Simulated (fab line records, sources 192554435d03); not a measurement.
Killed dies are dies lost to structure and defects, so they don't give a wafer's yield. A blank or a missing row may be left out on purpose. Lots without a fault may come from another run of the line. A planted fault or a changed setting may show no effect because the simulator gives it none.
A struck lot beside a sound one | flow n5_finfet | 38 steps out of a route of 1938
Sound: wafers L812.1, L812.4, L812.5. Struck: wafer L814.5. The cause comes at the end.
At each step with rows: each side's tool, then ch and its chambers, then its first start. Under that, the readings that differ: sound wafers | struck wafers | difference of the means | sigmas: that difference in standard deviations of wafers without a fault.
alike: readings whose means differ by less than 2 such deviations, and words and numbers that are the same on both sides. not compared: withheld readings, readings that some wafer has no value for, bounds like >300 that may hide the same value, and numbers for which the record gives no deviation and whose values overlap.
The two part at a step that has a row with sigmas, a row that says differs or no value, or rows on one side only. Numbers that don't overlap but have no deviation are shown without sigmas and don't part them. A reading that every wafer of one side lacks parts them only if that side has two wafers or more.

first, 10 steps without rows for these wafers: N5_HKMG_FIN_CMP_23 (polishes, stops on SiNx, t overpolish 10 s, target thk 46.326 nm); N5_HKMG_FIN_CMP_94 (polishes, stops on SiNx, t overpolish 4.7 s, target thk 43.299 nm); N5_GATE_CUT_ETCHBACK_00 (etches W in SF6/Cl2); N5_GATE_CUT_ETCH_56 (etches TiN in Cl2/Ar, target depth 21.6 nm); N5_GATE_CUT_ETCHBACK_30 (etches TiN in Cl2/Ar, target depth 3 nm); N5_GATE_CUT_VAPOR_ETCH_60 (etches HfO2 in BCl3/Cl2); N5_GATE_CUT_ETCH_58 (etches SiNx in CH3F/O2, target depth 17 nm, time 128.6 s); N5_GATE_CUT_STRIP_59 (strips in N2/H2, time 20 s); N5_GATE_CUT_PRECLEAN_31 (cleans in DIW, time 300 s); N5_GATE_CUT_SRD_32 (time 30 s).
N5_GATE_CUT_SAC_CAP_01: material SiNx, target thk 24 nm, pulse time 1 s, ald cycles 480.
  sound on ald_sin-03 ch 0,1,2, day 7 07:31; struck on ald_sin-03 ch 3, day 7 20:31
  alike: heater_power_w, precursor_pulse_height_rel, susceptor_temp_C
then, 25 steps without rows for these wafers: N5_GATE_CUT_PECVD_57 (deposits SiNx from SiH4/NH3/N2, target thk 21 nm); N5_GATE_CUT_CMP_02 (polishes, stops on SiO2, t overpolish 12.7 s, target thk 0 nm); N5_GATE_CUT_HM_DEP_46 (deposits SiO2 from TEOS/O2, target thk 130 nm, time 26.6 s); N5_GATE_CUT_COAT_34 (time 60 s, resist thk 60 nm); N5_GATE_CUT_COAT_35 (time 60 s, resist thk 10 nm); N5_GATE_CUT_COAT_27 (time 60 s, resist thk 10 nm); N5_GATE_CUT_COAT_07 (resist thk 30 nm); N5_GATE_CUT_EBR_09; N5_GATE_CUT_SOFTBAKE_08 (time 60 s); N5_GATE_CUT_EXPOSE_10 (exposes mask GATE CUT, target cd 20 nm); N5_GATE_CUT_PEB_11 (peb time 60 s); N5_GATE_CUT_DEVELOP_12 (develop time 30 s); N5_GATE_CUT_DESCUM_18 (chemistry O2, time 7 s); N5_GATE_CUT_ETCH_28 (etches underlayer in N2/H2, target depth 13 nm, time 10.4 s); N5_GATE_CUT_ETCH_36 (etches SiARC in CF4, target depth 13 nm, time 21.7 s); N5_GATE_CUT_ETCH_37 (etches SOC in N2/H2, target depth 60 nm, overetch 12 nm, time 90 s); N5_GATE_CUT_STRIP_38 (strips in N2/H2); N5_GATE_CUT_STRIP_39 (strips in N2/H2); N5_GATE_CUT_HM_OPEN_40 (chemistry C4F6/O2, target SiO2, target depth 139 nm, time 85.1 s); N5_GATE_CUT_STRIP_41 (strips in CF4); N5_GATE_CUT_STRIP_42 (strips in O2); N5_GATE_CUT_ETCH_19 (etches SiNx in CH3F/O2, target depth 53.7 nm, time 76.7 s); N5_GATE_CUT_CUT_ETCH_53 (etches W in SF6/Cl2, target depth 79.2 nm); N5_GATE_CUT_CUT_ETCH_54 (etches TiN in Cl2/BCl3, target depth 96.7 nm); N5_GATE_CUT_CUT_ETCH_55 (etches HfO2 in BCl3, target depth 3.2 nm).
N5_MOL_CONTACT_COAG_THK_MEAS_29:
  sound on film_metro-02, day 8 00:48; struck on film_metro-01, day 8 11:23
  reading         | sound             | struck | difference | sigmas
  MD_CAP_THK (nm) | 17.97 17.96 18.03 | 14.04  | -3.95      | -48
N5_PASSIVATION_PROBE_49:
  the record has rows for the sound wafers here (prober-01, day 16 09:59) and none for the struck ones

WHERE THEY PART
First at N5_MOL_CONTACT_COAG_THK_MEAS_29; last, within this record, at N5_PASSIVATION_PROBE_49.

WHY: what the simulator had put in
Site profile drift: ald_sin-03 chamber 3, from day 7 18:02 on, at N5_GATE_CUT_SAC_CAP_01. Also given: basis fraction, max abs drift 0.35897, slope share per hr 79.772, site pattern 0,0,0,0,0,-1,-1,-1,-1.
